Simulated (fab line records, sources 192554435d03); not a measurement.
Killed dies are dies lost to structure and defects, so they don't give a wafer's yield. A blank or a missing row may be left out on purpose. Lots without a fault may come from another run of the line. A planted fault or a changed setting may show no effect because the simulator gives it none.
Chamber matching | flow n5_finfet | N5_BEOL_M12_ETCH_59 on rie_diel-05: 4 sister chambers
The step etches BARC in N2/H2, target depth 89 nm, overetch 26.7 nm, time 67.9 s. 4 wafers are shown with their chamber, then 11 later ones without.

WAFERS WITH THEIR CHAMBER
wafer  | chamber | throttle_valve_pct (%)
L085.5 | 2       | 18.2
L092.1 | 3       | 17.4
L092.2 | 0       | 17.9
L094.1 | 1       | 17.6

WAFERS WITHOUT THEIR CHAMBER
wafer  | throttle_valve_pct (%)
L094.5 | 17.7
L094.6 | 17.4
L095.2 | 17.9
L095.3 | 17.6
L095.4 | 17.7
L096.2 | 17.7
L096.4 | 17.9
L096.6 | 17.4
L097.3 | 17.4
L097.5 | 17.6
L097.6 | 17.8

WHICH CHAMBER EACH WENT THROUGH
wafer  | from the rows above     | in truth
L094.5 | can't be placed: 1 or 0 | 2
L094.6 | 3                       | 3
L095.2 | 0                       | 0
L095.3 | 1                       | 1
L095.4 | can't be placed: 1 or 0 | 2
L096.2 | can't be placed: 1 or 0 | 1
L096.4 | 0                       | 0
L096.6 | 3                       | 3
L097.3 | 3                       | 3
L097.5 | 1                       | 1
L097.6 | can't be placed: 0 or 1 | 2
Placed correctly: 7 of 11. Can't be placed from these rows: 4 (the true chamber is among the candidates in 1). Placed wrongly: 0.
How it was worked out, from the rows above alone: a wafer's distance from a chamber is the root of the sum, over the readings, of the square of ((its reading less the chamber's mean) divided by the reading's scatter). The wafer belongs to the nearest chamber; if the next one is less than 2 further off, it can't be placed. A chamber's mean is the mean of its shown wafers. The scatter: with one shown wafer a chamber, the root of the mean of the squares of how far each hidden wafer lies from its nearest shown one.
